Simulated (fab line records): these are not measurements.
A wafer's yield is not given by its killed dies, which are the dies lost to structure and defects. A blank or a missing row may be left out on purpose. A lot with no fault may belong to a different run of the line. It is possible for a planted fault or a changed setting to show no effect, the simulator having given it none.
Chamber matching ; flow nand_harc ; pecvd-01 running NHARC_A_BONDPAD_DEP_00: 3 sister chambers
The step deposits SiCN, target thk 250 nm. 18 wafers are shown with their chamber, then 9 later ones without.

== WAFERS WITH THEIR CHAMBER ==
wafer;chamber;heater_power_w (W)
L074.1;0;487
L074.2;1;555
L074.3;2;477
L077.4;1;507
L077.5;1;502
L077.6;0;553
L084.1;2;459
L084.3;1;562
L084.6;0;570
L082.2;1;551
L082.4;1;560
L082.5;0;573
L087.1;2;437
L087.3;0;585
L087.4;2;437
L091.2;2;480
L091.3;1;576
L091.5;1;576

SIGNATURES (averages over the wafers above)
reading;chamber 0;chamber 1;chamber 2;scatter within a chamber
heater_power_w;553.60;548.62;458.00;30.1
Rule: a wafer lies at a distance from a chamber equal to the root of the sum of squares, over the readings, of (its reading less the chamber's mean, divided by the reading's scatter). The wafer belongs to the nearest chamber; if the next one is less than 2 further off, it can't be placed. How the scatter is found: for the shown wafers, subtract from each reading the mean of its chamber, square and add these, divide the total by (wafers less chambers), then take the root.

== WAFERS WITHOUT THEIR CHAMBER ==
wafer;heater_power_w (W)
L094.2;553
L094.4;548
L094.6;463
L095.2;499
L095.4;461
L095.5;577
L096.4;594
L096.5;462
L096.6;542

== CHAMBER TAKEN BY EACH ==
wafer;from the rows above;in truth
L094.2;can't be placed: 0 or 1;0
L094.4;can't be placed: 1 or 0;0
L094.6;2;2
L095.2;can't be placed: 2 or 1 or 0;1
L095.4;2;2
L095.5;can't be placed: 0 or 1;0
L096.4;can't be placed: 0 or 1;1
L096.5;2;2
L096.6;can't be placed: 1 or 0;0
Correct placement for 3 of the 9. Cannot be placed on the basis of these rows: 6; the candidates contain the true chamber in 6. 0 placed wrongly.
